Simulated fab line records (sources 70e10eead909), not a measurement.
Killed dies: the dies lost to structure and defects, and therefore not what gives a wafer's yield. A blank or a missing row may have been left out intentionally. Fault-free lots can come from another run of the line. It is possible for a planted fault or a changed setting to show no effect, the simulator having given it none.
fab line records + flow nand-harc
[record]
- lots = 7
- wafers = 21
- last-day = 23
route steps=1159 shown P_ZERO_WELL@15 END@1159
lots with no fault: from the same line, run without faults
start-h: hours from the record's first day to the start of the lot's first wafer shown + wait-h: hours since the lot's step before + " same as the row above + L1.1+2: one row covering several wafers at once + - no value present, or no start provided + * or withheld: withheld + < > ~ a bound
route shown NAME@n: NAME is a module with steps in the file, n the number in the route of the first one + usual: average and standard deviation across the fault-free wafers + same: alike in all rows + chamber/n: place in a boat + sites: the reading at each site + _std_site: standard deviation across them + _edge_site: inner sites' mean taken away from outer sites' mean + radius-mm: how far each site lies from the wafer's centre + mask NAME#n: copy n + behind: tool/chamber where the wafer was last shaped + hold: why the lot went on hold/how many hours it stayed there/how the hold came to an end + device: the n, p or np transistor that did not switch + end of line: tests of these same wafers at the route's end + a step with no rows: only its recipe + killed: dies that structure and defects cost at the first sort, which is not the same as the wafer's yield + map: shows each die of a wafer: x if killed, . if not, _ if none is there
set.NAME: the setting as run; set.NAME@STEP: as run at that earlier step + model.NAME: the simulator's own value behind a step, which no gauge read
a table for each step, a row for each wafer; lots at some steps of the route
services: the hour from which a tool's chamber was out of use, counted from the record's first day as start-h (under 0 if before that day), plus the number of hours and why
[[steps]]
[step NHARC_P_ZERO_WELL_HARDBAKE_12]
[recipe]
- temp-c = 118
- time-s = 65
[step NHARC_P_ZERO_WELL_DESCUM_13]
[recipe]
- time-s = 3
- o2-flow-sccm = 200
- ar-flow-sccm = 0
- bias-power-w = 0
- chemistry = O2
[usual]
- drypump-motor-current-A = 5.6/0.31
- o2-flow-sccm = 200.0/0.6
- oes-product-au = 0.996/0.01
- rf-vpp-V = 58.0/0.85
- showerhead-plenum-p-Torr = 1.97/0.08
- throttle-valve-pct = 11.311/0.0085
| lot.wafer | tool        | chamber | start-h | wait-h | drypump-motor-current-A | o2-flow-sccm | oes-product-au | rf-hours-counter-h | rf-vpp-V | showerhead-plenum-p-Torr | throttle-valve-pct |
|-----------|-------------|---------|---------|--------|-------------------------|--------------|----------------|--------------------|----------|--------------------------|--------------------|
| L506.1    | rie-diel-08 | 0       | 13.52   | -      | 5.6                     | 201.1        | 1.004          | 4                  | 59.1     | 2.07                     | 11.308             |
| L506.2    | "           | 1       | "       | "      | 5.5                     | 198.8        | 0.988          | 4                  | 55.9     | 1.92                     | 11.310             |
| L506.5    | "           | 3       | "       | "      | 6.0                     | 199.8        | 0.985          | -                  | 57.5     | 2.03                     | 11.303             |
| L511.2    | rie-diel-04 | 2       | 43.29   | -      | 6.0                     | 200.2        | 0.997          | 10                 | 57.3     | 1.93                     | 11.319             |
| L511.1    | "           | 3       | "       | "      | 5.4                     | 199.9        | 1.008          | 9                  | 57.5     | 1.81                     | 11.326             |
| L511.5    | "           | 1       | "       | "      | 5.1                     | 199.6        | 0.999          | -                  | 58.0     | 2.05                     | 11.318             |
| L517.3    | rie-diel-08 | 3       | 79.40   | -      | 6.1                     | 200.7        | 0.985          | 8                  | 59.4     | 2.03                     | 11.304             |
| L517.4    | "           | 1       | "       | "      | 5.6                     | 199.3        | 0.989          | 10                 | 57.4     | 1.92                     | 11.305             |
| L517.6    | "           | 3       | "       | "      | 6.0                     | 201.3        | 0.989          | -                  | 60.5     | 2.03                     | 11.311             |
| L518.3    | rie-diel-08 | 2       | 85.29   | -      | 5.3                     | 200.3        | 0.995          | 10                 | 56.1     | 1.85                     | 11.307             |
| L518.6    | "           | 2       | "       | "      | 5.3                     | 200.7        | 1.000          | -                  | 57.3     | 1.85                     | 11.320             |
| L518.5    | "           | 3       | "       | "      | 6.1                     | 200.0        | 0.984          | -                  | 58.7     | 2.03                     | 11.317             |
| L520.1    | rie-diel-08 | 2       | 97.41   | -      | 5.3                     | 200.7        | 1.000          | 11                 | 57.2     | 1.85                     | 11.306             |
| L520.2    | "           | 3       | "       | "      | 6.0                     | 200.5        | 0.983          | 9                  | 57.9     | 2.03                     | 11.313             |
| L520.5    | "           | 0       | "       | "      | 5.5                     | 200.1        | 1.000          | -                  | 57.8     | 2.06                     | 11.310             |
| L521.3    | rie-diel-04 | 1       | 103.51  | -      | 5.1                     | 200.3        | 0.986          | 14                 | 59.0     | 2.05                     | 11.306             |
| L521.1    | "           | 2       | "       | "      | 6.0                     | 199.9        | 1.003          | 15                 | 56.2     | 1.93                     | 11.320             |
| L521.2    | "           | 0       | "       | "      | 5.8                     | 199.2        | 0.998          | 12                 | 57.3     | 1.92                     | 11.292             |
| L522.4    | rie-diel-08 | 1       | 109.40  | -      | 5.6                     | 199.7        | 0.977          | 12                 | 58.7     | 1.92                     | 11.318             |
| L522.3    | "           | 2       | "       | "      | 5.3                     | 199.5        | 1.010          | 11                 | 57.4     | 1.85                     | 11.300             |
| L522.5    | "           | 1       | "       | "      | 5.6                     | 200.0        | 0.989          | -                  | 58.0     | 1.92                     | 11.302             |
[step NHARC_P_ZERO_WELL_ETCH_65]
[recipe]
- target-depth-a = 800
- overetch-a = 240
- time-s = 87.88
- ion-energy-ev = 200
- n2-flow-sccm = 150
- h2-flow-sccm = 150
- ar-flow-sccm = 0
- rf-w = 400
- bias-w = 150
- chemistry = N2/H2
[usual]
- drypump-motor-current-A = 5.61/0.29
- oes-product-au = 0.996/0.0097
- rf-vpp-V = 431.9/2.5
- showerhead-plenum-p-Torr = 2.09/0.09
- throttle-valve-pct = 14.172/0.0092
| lot.wafer | tool        | chamber | start-h | wait-h | drypump-motor-current-A | oes-product-au | rf-hours-counter-h | rf-vpp-V | showerhead-plenum-p-Torr | throttle-valve-pct |
|-----------|-------------|---------|---------|--------|-------------------------|----------------|--------------------|----------|--------------------------|--------------------|
| L506.1    | rie-diel-08 | 2       | 13.61   | 0.1    | 5.33                    | 0.999          | 4                  | 428.6    | 1.98                     | 14.158             |
| L506.2    | "           | 3       | "       | "      | 6.01                    | 0.981          | 4                  | 434.8    | 2.17                     | 14.184             |
| L506.5    | "           | 0       | "       | "      | 5.58                    | 1.000          | -                  | 434.8    | 2.21                     | 14.175             |
| L511.2    | rie-diel-04 | 2       | 43.41   | 0.1    | 6.01                    | 1.001          | 10                 | 431.4    | 2.06                     | 14.176             |
| L511.1    | "           | 1       | "       | "      | 5.09                    | 0.993          | 10                 | 433.4    | 2.19                     | 14.157             |
| L511.5    | "           | 3       | "       | "      | 5.37                    | 1.006          | -                  | 427.4    | 1.93                     | 14.168             |
| L517.3    | rie-diel-08 | 1       | 79.48   | 0.1    | 5.55                    | 0.990          | 10                 | 431.5    | 2.05                     | 14.177             |
| L517.4    | "           | 2       | "       | "      | 5.35                    | 1.006          | 10                 | 428.6    | 1.97                     | 14.165             |
| L517.6    | "           | 1       | "       | "      | 5.55                    | 0.989          | -                  | 429.1    | 2.05                     | 14.169             |
| L518.3    | rie-diel-08 | 3       | 85.39   | 0.1    | 6.03                    | 0.982          | 9                  | 433.9    | 2.17                     | 14.168             |
| L518.6    | "           | 1       | "       | "      | 5.55                    | 0.988          | -                  | 431.4    | 2.05                     | 14.166             |
| L518.5    | "           | 2       | "       | "      | 5.33                    | 1.005          | -                  | 429.4    | 1.97                     | 14.164             |
| L520.1    | rie-diel-08 | 0       | 97.48   | 0.1    | 5.60                    | 1.009          | 8                  | 435.4    | 2.21                     | 14.189             |
| L520.2    | "           | 3       | "       | "      | 6.02                    | 0.975          | 9                  | 434.8    | 2.17                     | 14.199             |
| L520.5    | "           | 1       | "       | "      | 5.56                    | 0.979          | -                  | 430.2    | 2.05                     | 14.182             |
| L521.3    | rie-diel-04 | 2       | 103.59  | 0.1    | 6.01                    | 0.997          | 15                 | 432.1    | 2.06                     | 14.163             |
| L521.2    | "           | 3       | "       | "      | 5.38                    | 1.001          | 15                 | 427.4    | 1.93                     | 14.170             |
| L521.1    | "           | 1       | "       | "      | 5.13                    | 1.004          | 14                 | 432.9    | 2.19                     | 14.166             |
| L522.3    | rie-diel-08 | 1       | 109.48  | 0.1    | 5.55                    | 0.998          | 12                 | 430.3    | 2.05                     | 14.190             |
| L522.4    | "           | 2       | "       | "      | 5.33                    | 0.995          | 11                 | 430.2    | 1.97                     | 14.180             |
| L522.5    | "           | 1       | "       | "      | 5.58                    | 0.991          | -                  | 431.3    | 2.05                     | 14.184             |
[step NHARC_P_ZERO_WELL_ETCH_62]
[recipe]
- target-depth-a = 130
- time-s = 6.5
- chf3-flow-sccm = 50
- ar-flow-sccm = 200
- rf-w = 500
- bias-w = 200
- chemistry = CHF3/Ar
[usual]
- chf3-flow-sccm = 50.00/0.15
- drypump-motor-current-A = 5.59/0.28
- oes-product-au = 0.956/0.021
- rf-vpp-V = 371.6/2.2
- showerhead-plenum-p-Torr = 2.39/0.095
- throttle-valve-pct = 20.215/0.0086
| lot.wafer | tool        | chamber | start-h | wait-h | chf3-flow-sccm | drypump-motor-current-A | oes-product-au | rf-hours-counter-h | rf-vpp-V | showerhead-plenum-p-Torr | throttle-valve-pct |
|-----------|-------------|---------|---------|--------|----------------|-------------------------|----------------|--------------------|----------|--------------------------|--------------------|
| L506.2    | rie-diel-08 | 1       | -       | -      | 49.87          | 5.54                    | 0.972          | 5                  | 370.6    | 2.35                     | 20.229             |
| L506.1    | "           | 2       | "       | "      | 50.27          | 5.33                    | 0.972          | 4                  | 369.6    | 2.27                     | 20.211             |
| L506.5    | "           | 1       | "       | "      | 49.96          | 5.54                    | 0.953          | -                  | 371.5    | 2.35                     | 20.223             |
| L511.1    | rie-diel-04 | 1       | -       | -      | 49.91          | 5.10                    | 0.937          | 10                 | 375.0    | 2.51                     | 20.211             |
| L511.2    | "           | 2       | "       | "      | 49.77          | 6.01                    | 0.929          | 10                 | 371.4    | 2.36                     | 20.209             |
| L511.5    | "           | 3       | "       | "      | 50.07          | 5.40                    | 0.938          | -                  | 367.7    | 2.22                     | 20.221             |
| L517.4    | rie-diel-08 | 3       | -       | -      | 50.03          | 5.99                    | 0.911          | 8                  | 372.0    | 2.48                     | 20.204             |
| L517.3    | "           | 1       | "       | "      | 49.90          | 5.59                    | 0.912          | 10                 | 370.7    | 2.35                     | 20.225             |
| L517.6    | "           | 3       | "       | "      | 49.99          | 6.02                    | 0.912          | -                  | 373.1    | 2.48                     | 20.206             |
| L518.3    | rie-diel-08 | 0       | -       | -      | 50.06          | 5.59                    | 0.979          | 7                  | 373.7    | 2.52                     | 20.215             |
| L518.6    | "           | 1       | "       | "      | 49.85          | 5.55                    | 0.955          | -                  | 372.3    | 2.35                     | 20.224             |
| L518.5    | "           | 2       | "       | "      | 49.93          | 5.33                    | 0.959          | -                  | 369.3    | 2.27                     | 20.214             |
| L520.1    | rie-diel-08 | 0       | -       | -      | 50.08          | 5.61                    | 0.954          | 8                  | 374.7    | 2.52                     | 20.209             |
| L520.2    | "           | 1       | "       | "      | 49.99          | 5.54                    | 0.942          | 11                 | 370.9    | 2.35                     | 20.203             |
| L520.5    | "           | 0       | "       | "      | 49.94          | 5.60                    | 0.959          | -                  | 375.9    | 2.52                     | 20.231             |
| L521.2    | rie-diel-04 | 3       | -       | -      | 50.05          | 5.41                    | 0.990          | 15                 | 367.4    | 2.22                     | 20.213             |
| L521.3    | "           | 0       | "       | "      | 50.19          | 5.79                    | 0.993          | 12                 | 369.9    | 2.35                     | 20.220             |
| L521.1    | "           | 1       | "       | "      | 49.94          | 5.10                    | 0.960          | 14                 | 372.9    | 2.50                     | 20.209             |
| L522.3    | rie-diel-08 | 2       | -       | -      | 50.07          | 5.34                    | 0.978          | 11                 | 370.7    | 2.27                     | 20.205             |
| L522.4    | "           | 3       | "       | "      | 50.12          | 6.01                    | 0.960          | 10                 | 372.4    | 2.48                     | 20.202             |
| L522.5    | "           | 2       | "       | "      | 49.82          | 5.33                    | 0.987          | -                  | 367.6    | 2.27                     | 20.214             |
[step NHARC_P_ZERO_WELL_ETCH_63]
[recipe]
- target-depth-a = 1200
- time-s = 40.1
- hbr-flow-sccm = 150
- cl2-flow-sccm = 50
- rf-w = 400
- icp-w = 400
- bias-w = 100
- chemistry = HBr/Cl2
[usual]
- drypump-motor-current-A = 5.6/0.41
- oes-product-au = 1.005/0.01
- throttle-valve-pct = 26.405/0.009
| lot.wafer | tool      | chamber | start-h | wait-h | drypump-motor-current-A | oes-product-au | rf-hours-counter-h | throttle-valve-pct |
|-----------|-----------|---------|---------|--------|-------------------------|----------------|--------------------|--------------------|
| L506.2    | rie-si-03 | 0       | 13.79   | -      | 4.9                     | 1.015          | 0.4                | 26.405             |
| L506.1    | "         | 1       | "       | "      | 5.7                     | 0.998          | 0.4                | 26.399             |
| L506.5    | "         | 1       | "       | "      | 5.7                     | 1.004          | -                  | 26.399             |
| L511.1    | rie-si-06 | 0       | 43.61   | -      | 5.5                     | 1.015          | 0.2                | 26.393             |
| L511.2    | "         | 1       | "       | "      | 5.7                     | 1.024          | 0.2                | 26.411             |
| L511.5    | "         | 3       | "       | "      | 5.8                     | 0.996          | -                  | 26.409             |
| L517.3    | rie-si-01 | 2       | 79.65   | -      | 5.7                     | 1.004          | 1.2                | 26.401             |
| L517.4    | "         | 1       | "       | "      | 6.7                     | 1.002          | 1.3                | 26.408             |
| L517.6    | "         | 2       | "       | "      | 5.7                     | 0.999          | -                  | 26.401             |
| L518.3    | rie-si-06 | 1       | 85.57   | -      | 5.7                     | 1.016          | 0.5                | 26.390             |
| L518.5    | "         | 0       | "       | "      | 5.5                     | 0.984          | -                  | 26.408             |
| L518.6    | "         | 1       | "       | "      | 5.7                     | 1.011          | -                  | 26.413             |
| L520.2    | rie-si-03 | 0       | 97.67   | -      | 4.9                     | 1.012          | 1.2                | 26.394             |
| L520.1    | "         | 2       | "       | "      | 5.5                     | 0.997          | 0.5                | 26.395             |
| L520.5    | "         | 3       | "       | "      | 5.3                     | 1.003          | -                  | 26.404             |
| L521.1    | rie-si-01 | 1       | 103.77  | -      | 6.7                     | 1.017          | 1.5                | 26.402             |
| L521.2    | "         | 2       | "       | "      | 5.7                     | 0.988          | 1.5                | 26.402             |
| L521.3    | "         | 0       | "       | "      | 4.9                     | 1.012          | 1.5                | 26.419             |
| L522.3    | rie-si-01 | 1       | 109.67  | -      | 6.7                     | 1.008          | 1.6                | 26.413             |
| L522.4    | "         | 2       | "       | "      | 5.7                     | 0.998          | 1.5                | 26.426             |
| L522.5    | "         | 0       | "       | "      | 4.9                     | 1.004          | -                  | 26.410             |
[step NHARC_P_ZERO_WELL_STRIP_15]
[recipe]
- time-s = 900
- temp-c = 130
- chemistry = SPM
[step NHARC_P_ZERO_WELL_DEHYDRATE_16]
[recipe]
- temp-c = 150
- time-s = 120
[step NHARC_P_ZERO_WELL_HMDS_17]
[recipe]
- time-s = 30
[step NHARC_P_ZERO_WELL_COAT_18]
[recipe]
- spin-rpm = withheld
[step NHARC_P_ZERO_WELL_SOFTBAKE_19]
[recipe]
- temp-c = 122
- time-s = 95
[step NHARC_P_ZERO_WELL_EBR_20]
[step NHARC_P_ZERO_WELL_EXPOSE_21]
[recipe]
- na = 0.6
- target-cd-nm = 720
- dose-mj = 22.31
- mask-id = P_NWELL
[step NHARC_P_ZERO_WELL_PEB_22]
[recipe]
- peb-temp-c = 118
- peb-time-s = 85
[usual]
- heater-power-total-W = 163.96/0.26
- plate-temp-C = 117.99/0.13
- resist-line-temp-C = 23.02/0.11
| lot.wafer | tool           | chamber | start-h | wait-h | heater-power-total-W | plate-temp-C | resist-line-temp-C |
|-----------|----------------|---------|---------|--------|----------------------|--------------|--------------------|
| L506.1    | litho-track-05 | 0       | 14.64   | 0.1    | 163.65               | 117.85       | 22.98              |
| L506.2    | "              | 0       | "       | "      | 164.03               | 117.86       | 22.90              |
| L506.5    | "              | 0       | "       | "      | 163.79               | 117.93       | 22.85              |
| L511.1    | litho-track-02 | 0       | 44.31   | 0.1    | 164.37               | 117.93       | 23.24              |
| L511.2    | "              | 0       | "       | "      | 163.74               | 118.16       | 23.15              |
| L511.5    | "              | 0       | "       | "      | 164.14               | 118.04       | 23.16              |
| L517.3    | litho-track-02 | 0       | 80.37   | 0.1    | 160.52               | 116.02       | 23.08              |
| L517.4    | "              | 0       | "       | "      | 160.83               | 116.18       | 22.95              |
| L517.6    | "              | 0       | "       | "      | 160.85               | 116.03       | 23.03              |
| L518.3    | litho-track-02 | 0       | 86.29   | 0.1    | 160.40               | 116.10       | 23.03              |
| L518.5    | "              | 0       | "       | "      | 160.38               | 116.04       | 22.86              |
| L518.6    | "              | 0       | "       | "      | 160.38               | 116.08       | 23.02              |
| L520.1    | litho-track-02 | 0       | 98.52   | 0.1    | 160.32               | 116.23       | 23.09              |
| L520.2    | "              | 0       | "       | "      | 160.76               | 116.21       | 23.03              |
| L520.5    | "              | 0       | "       | "      | 160.41               | 116.19       | 23.07              |
| L521.1    | litho-track-05 | 0       | 104.61  | 0.1    | 163.92               | 118.04       | 22.88              |
| L521.2    | "              | 0       | "       | "      | 164.24               | 118.09       | 23.01              |
| L521.3    | "              | 0       | "       | "      | 164.40               | 118.12       | 23.06              |
| L522.3    | litho-track-05 | 0       | 110.37  | 0.1    | 164.05               | 117.81       | 22.98              |
| L522.4    | "              | 0       | "       | "      | 163.71               | 117.77       | 23.13              |
| L522.5    | "              | 0       | "       | "      | 163.73               | 117.89       | 23.22              |
[step NHARC_P_ZERO_WELL_DEVELOP_23]
[recipe]
- time-s = 70
[step NHARC_END_SORT_01]
[recipe]
- temp-c = 25
[usual]
- killed-at-array = 25/9.5
- killed-at-other = 0.8/1.2
- killed-at-periphery = 3.4/2.2
- killed-dies = 29/10
- killed-open = 3.3/1.8
- killed-short = 2.1/1.4
[same]
- gross-dies = 677
| lot.wafer | tool      | chamber | start-h | wait-h | killed-at-array | killed-at-other | killed-at-periphery | killed-dies | killed-open | killed-short |
|-----------|-----------|---------|---------|--------|-----------------|-----------------|---------------------|-------------|-------------|--------------|
| L506.1    | prober-02 | 0       | 449.49  | 2.6    | 23              | 0               | 3                   | 26          | 2           | 4            |
| L506.2    | prober-02 | 0       | 450.29  | 2.9    | 22              | 0               | 2                   | 24          | 5           | 2            |
| L506.5    | prober-02 | 0       | 452.70  | 3.7    | 14              | 0               | 6                   | 20          | 4           | 2            |
| L511.1    | prober-01 | 0       | 495.30  | 2.5    | 8               | 0               | 2                   | 10          | 5           | 2            |
| L511.2    | prober-01 | 0       | 496.09  | 2.8    | 9               | 1               | 0                   | 10          | 2           | 2            |
| L511.5    | prober-01 | 0       | 498.47  | 3.7    | 15              | 0               | 3                   | 18          | 9           | 3            |
| L518.3    | prober-01 | 0       | 512.42  | 3.1    | 29              | 0               | 0                   | 29          | 2           | 1            |
| L518.5    | prober-01 | 0       | 514.02  | 3.7    | 26              | 0               | 2                   | 28          | 3           | 2            |
| L518.6    | prober-01 | 0       | 514.82  | 4.0    | 22              | 0               | 0                   | 22          | 0           | 4            |
| L517.3    | prober-02 | 0       | 536.95  | 3.1    | 25              | 1               | 5                   | 31          | 5           | 4            |
| L517.4    | prober-02 | 0       | 537.76  | 3.4    | 24              | 5               | 7                   | 36          | 1           | 3            |
| L517.6    | prober-02 | 0       | 539.38  | 4.0    | 26              | 2               | 2                   | 30          | 4           | 1            |
| L520.1    | prober-01 | 0       | 545.62  | 2.4    | 21              | 0               | 3                   | 24          | 2           | 2            |
| L520.2    | prober-01 | 0       | 546.43  | 2.8    | 26              | 2               | 2                   | 30          | 5           | 1            |
| L520.5    | prober-01 | 0       | 548.85  | 3.7    | 23              | 3               | 2                   | 28          | 2           | 4            |
// killed by level:class
L506.1 A_SLIT:chamber-film-flake=10 A_STAIRCASE:chamber-film-flake=4 A_CONTACT:chamber-film-flake=4 P_M0:geometric-particle:open=1 A_ONON_D1:geometric-particle:short=1 A_CHANNEL_HOLE_D1:geometric-particle:open=1 A_SGD_CUT:geometric-particle:short=1 A_M0:geometric-particle:short=1
L506.2 A_SLIT:chamber-film-flake=8 A_STAIRCASE:chamber-film-flake=5 A_WL_FILL:geometric-particle:open=2 A_CHANNEL_FILL_D1:chamber-film-flake=2 P_M1:geometric-particle:open=1 A_ONON_D1:geometric-particle:open=1 A_CHANNEL_FILL_D1:geometric-particle:short=1 A_WL_FILL:geometric-particle:short=1
L506.5 A_SLIT:chamber-film-flake=7 P_CONTACT:geometric-particle:open=2 A_CHANNEL_HOLE_D1:chamber-film-flake=2 A_CONTACT:chamber-film-flake=2 P_CONTACT:geometric-particle:short=1 P_M2:geometric-particle:open=1 A_CHANNEL_FILL_D1:geometric-particle:short=1 A_WL_FILL:geometric-particle:open=1
L511.1 A_M0:geometric-particle:open=3 P_M0:geometric-particle:open=2 A_CHANNEL_HOLE_D1:chamber-film-flake=2 A_ONON_D1:geometric-particle:short=1 A_SGD_CUT:geometric-particle:short=1 A_WL_FILL:chamber-film-flake=1
L511.2 A_CHANNEL_HOLE_D1:chamber-film-flake=4 A_SLIT:geometric-particle:short=1 A_CONTACT:geometric-particle:open=1 A_CONTACT:geometric-particle:short=1 A_BLC:geometric-particle:open=1 A_CONTACT:chamber-film-flake=1 THIN_TSV:chamber-film-flake=1
L511.5 A_CONTACT:geometric-particle:open=3 A_CHANNEL_HOLE_D1:chamber-film-flake=3 A_ONON_D1:geometric-particle:open=2 P_ZERO_WELL:chamber-film-flake=2 P_CONTACT:geometric-particle:open=1 A_ONON_D1:geometric-particle:short=1 A_SLIT:geometric-particle:open=1 A_WL_FILL:geometric-particle:short=1
L518.3 A_CHANNEL_HOLE_D1:chamber-film-flake=16 A_WL_FILL:chamber-film-flake=5 A_STAIRCASE:chamber-film-flake=2 A_CONTACT:chamber-film-flake=2 A_CHANNEL_HOLE_D1:geometric-particle:short=1 A_CHANNEL_FILL_D1:geometric-particle:open=1 A_CONTACT:geometric-particle:open=1 A_SLIT:chamber-film-flake=1
L518.5 A_CHANNEL_HOLE_D1:chamber-film-flake=20 A_WL_FILL:chamber-film-flake=2 P_M0:geometric-particle:short=1 A_ONON_D1:geometric-particle:open=1 A_CHANNEL_FILL_D1:geometric-particle:short=1 A_CONTACT:geometric-particle:open=1 A_M0:geometric-particle:open=1 P_STI:chamber-film-flake=1
L518.6 A_CHANNEL_HOLE_D1:chamber-film-flake=16 A_ONON_D1:geometric-particle:short=2 A_M0:geometric-particle:short=1 A_M1:geometric-particle:short=1 A_STAIRCASE:chamber-film-flake=1 A_WL_FILL:chamber-film-flake=1
L517.3 A_CHANNEL_HOLE_D1:chamber-film-flake=5 A_SLIT:chamber-film-flake=4 A_WL_FILL:geometric-particle:short=3 A_WL_FILL:geometric-particle:open=3 P_M1:chamber-film-flake=3 A_STAIRCASE:chamber-film-flake=3 A_ZERO_WELL:chamber-film-flake=2 A_CONTACT:chamber-film-flake=2
L517.4 A_SLIT:chamber-film-flake=12 THIN_TSV:chamber-film-flake=5 P_M1:chamber-film-flake=4 A_CHANNEL_HOLE_D1:chamber-film-flake=3 A_STAIRCASE:chamber-film-flake=3 P_CONTACT:geometric-particle:open=1 A_CHANNEL_HOLE_D1:geometric-particle:short=1 A_WL_FILL:geometric-particle:short=1
L517.6 A_SLIT:chamber-film-flake=17 A_CHANNEL_HOLE_D1:chamber-film-flake=3 THIN_TSV:chamber-film-flake=2 P_CONTACT:geometric-particle:open=1 A_CHANNEL_HOLE_D1:geometric-particle:open=1 A_WL_FILL:geometric-particle:open=1 A_CONTACT:geometric-particle:open=1 A_CONTACT:geometric-particle:short=1
L520.1 A_CHANNEL_HOLE_D1:chamber-film-flake=13 P_GATE:chamber-film-flake=2 A_STAIRCASE:chamber-film-flake=2 A_WL_FILL:chamber-film-flake=2 P_GATE:geometric-particle:open=1 A_SOURCE_PLATE:geometric-particle:short=1 A_CHANNEL_HOLE_D1:geometric-particle:open=1 A_M0:geometric-particle:short=1
L520.2 A_CHANNEL_HOLE_D1:chamber-film-flake=18 A_CONTACT:geometric-particle:open=2 A_M0:geometric-particle:open=2 A_CONTACT:chamber-film-flake=2 THIN_TSV:chamber-film-flake=2 P_M1:geometric-particle:open=1 A_CONTACT:geometric-particle:short=1 P_GATE:chamber-film-flake=1
L520.5 A_CHANNEL_HOLE_D1:chamber-film-flake=13 A_ZERO_WELL:chamber-film-flake=3 THIN_TSV:chamber-film-flake=3 P_CONTACT:geometric-particle:open=1 A_CHANNEL_FILL_D1:geometric-particle:short=1 A_SGD_CUT:geometric-particle:short=1 A_SLIT:geometric-particle:short=1 A_CONTACT:geometric-particle:short=1
[[services]]
| tool           | chamber | start-h | hours | kind   |
|----------------|---------|---------|-------|--------|
| litho-track-02 | -       | -10.00  | 7.0   | pm     |
| rie-diel-08    | 2       | -5.34   | 7.6   | repair |
| rie-diel-08    | 0       | 5.80    | -     | clean  |
| rie-diel-08    | 1       | 5.80    | -     | clean  |
| rie-diel-08    | 2       | 5.80    | -     | clean  |
| rie-diel-08    | 3       | 5.80    | -     | clean  |
| rie-si-06      | -       | 6.00    | 9.0   | pm     |
| rie-si-01      | 3       | 6.49    | 5.0   | repair |
| rie-diel-04    | 3       | 29.25   | 2.6   | repair |
| rie-diel-08    | 0       | 30.30   | -     | clean  |
| rie-diel-08    | 1       | 30.30   | -     | clean  |
| rie-diel-08    | 2       | 30.30   | -     | clean  |
| rie-diel-08    | 3       | 30.30   | -     | clean  |
| rie-diel-04    | 0       | 33.17   | 12.5  | repair |
| rie-diel-08    | 0       | 37.74   | 15.8  | repair |
| rie-diel-08    | 0       | 54.80   | -     | clean  |
| rie-diel-08    | 1       | 54.80   | -     | clean  |
| rie-si-01      | 1       | 59.93   | 7.8   | repair |
| litho-track-05 | -       | 62.00   | 7.0   | pm     |
| rie-si-06      | 1       | 76.89   | 5.1   | repair |
| rie-si-06      | 0       | 77.13   | 8.0   | repair |
| rie-si-03      | 1       | 94.57   | 12.2  | repair |
| rie-si-06      | -       | 100.83  | 0.9   | repair |
| rie-si-06      | -       | 105.44  | 1.7   | repair |
[[key]]
[first-sign]
- step = NHARC_P_ZERO_WELL_PEB_22
- reading = plate-temp-C
- direction = down
- sigmas = 15
- usual = *
- struck = *
[effect]
- step = NHARC_P_ZERO_WELL_PEB_22
- reading = heater-power-total-W
- direction = down
- sigmas = 13
- usual = *
- struck = *
met-at NHARC_P_ZERO_WELL_PEB_22
struck-wafers L517.3,L517.4,L517.6,L518.3,L518.5,L518.6,L520.1,L520.2,L520.5
tester-left-out L517,L518,L520
onset-between 44.31 80.37
[fault]
- kind = process-parameter-drift
- tool = litho-track-02
- chamber = -
- onset-h = 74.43
- steps = NHARC_P_ZERO_WELL_PEB_22
- channel = peb-temp-c
- offset = *
- shape = step
- end-h = 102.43
- acts-in = *
- stated = *
// tester-left-out: of these lots the tester's yield and bins aren't shown, on N5 and GAA mostly nor the transistor test; their killed dies are dies lost to structure and defects alone, not to doping, threshold or leakage, so they don't give the yield
